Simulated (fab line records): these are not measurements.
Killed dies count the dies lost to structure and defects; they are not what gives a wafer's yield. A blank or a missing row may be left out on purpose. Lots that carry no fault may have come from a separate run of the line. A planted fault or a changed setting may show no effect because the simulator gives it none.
Matching of chambers || flow n5 finfet || pecvd-03 running N5_BEOL_M9_DEP_56: 3 sister chambers
The step deposits SiCN from 3MS/NH3, target thk 15 nm, time 26.5 s. 3 wafers are shown with their chamber, then 11 later ones without.

## WAFERS WITH THEIR CHAMBER
{"wafer": "L092.2", "chamber": 2, "throttle valve pct (%)": 8.3}
{"wafer": "L092.3", "chamber": 0, "throttle valve pct (%)": 9.4}
{"wafer": "L092.4", "chamber": 1, "throttle valve pct (%)": 9.1}

## WAFERS WHOSE CHAMBER IS MISSING
{"wafer": "L092.5", "throttle valve pct (%)": 8.5}
{"wafer": "L092.6", "throttle valve pct (%)": 9.2}
{"wafer": "L094.1", "throttle valve pct (%)": 9.3}
{"wafer": "L094.2", "throttle valve pct (%)": 8.6}
{"wafer": "L094.3", "throttle valve pct (%)": 9.2}
{"wafer": "L094.4", "throttle valve pct (%)": 8.3}
{"wafer": "L094.5", "throttle valve pct (%)": 9.3}
{"wafer": "L094.6", "throttle valve pct (%)": 9.2}
{"wafer": "L095.2", "throttle valve pct (%)": 8.6}
{"wafer": "L095.5", "throttle valve pct (%)": 9.2}
{"wafer": "L095.6", "throttle valve pct (%)": 8.5}

## CHAMBER TAKEN BY EACH
{"wafer": "L092.5", "from the rows above": 2, "in truth": 2}
{"wafer": "L092.6", "from the rows above": "can't be placed: 1 or 0", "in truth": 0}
{"wafer": "L094.1", "from the rows above": "can't be placed: 0 or 1", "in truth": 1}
{"wafer": "L094.2", "from the rows above": "can't be placed: 2 or 1", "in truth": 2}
{"wafer": "L094.3", "from the rows above": "can't be placed: 1 or 0", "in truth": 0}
{"wafer": "L094.4", "from the rows above": 2, "in truth": 2}
{"wafer": "L094.5", "from the rows above": "can't be placed: 0 or 1", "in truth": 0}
{"wafer": "L094.6", "from the rows above": "can't be placed: 1 or 0", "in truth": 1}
{"wafer": "L095.2", "from the rows above": "can't be placed: 2 or 1", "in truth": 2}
{"wafer": "L095.5", "from the rows above": "can't be placed: 1 or 0", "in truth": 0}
{"wafer": "L095.6", "from the rows above": 2, "in truth": 2}
3 of 11 placed correctly. From these rows, 8 cannot be placed; in 8 the true chamber is one of the candidates. 0 placed wrongly.
How it was worked out, from the rows above alone: a wafer's distance from a chamber is the root of the sum, over the readings, of the square of ((its reading less the chamber's mean) divided by the reading's scatter). If the next closest chamber is less than 2 further off than the closest, the wafer can't be placed; otherwise it belongs to the closest. Each chamber's mean is taken over the wafers shown for it. The scatter (one wafer shown for each chamber): square how far every hidden wafer sits from the nearest shown wafer, average those squares and take the square root.
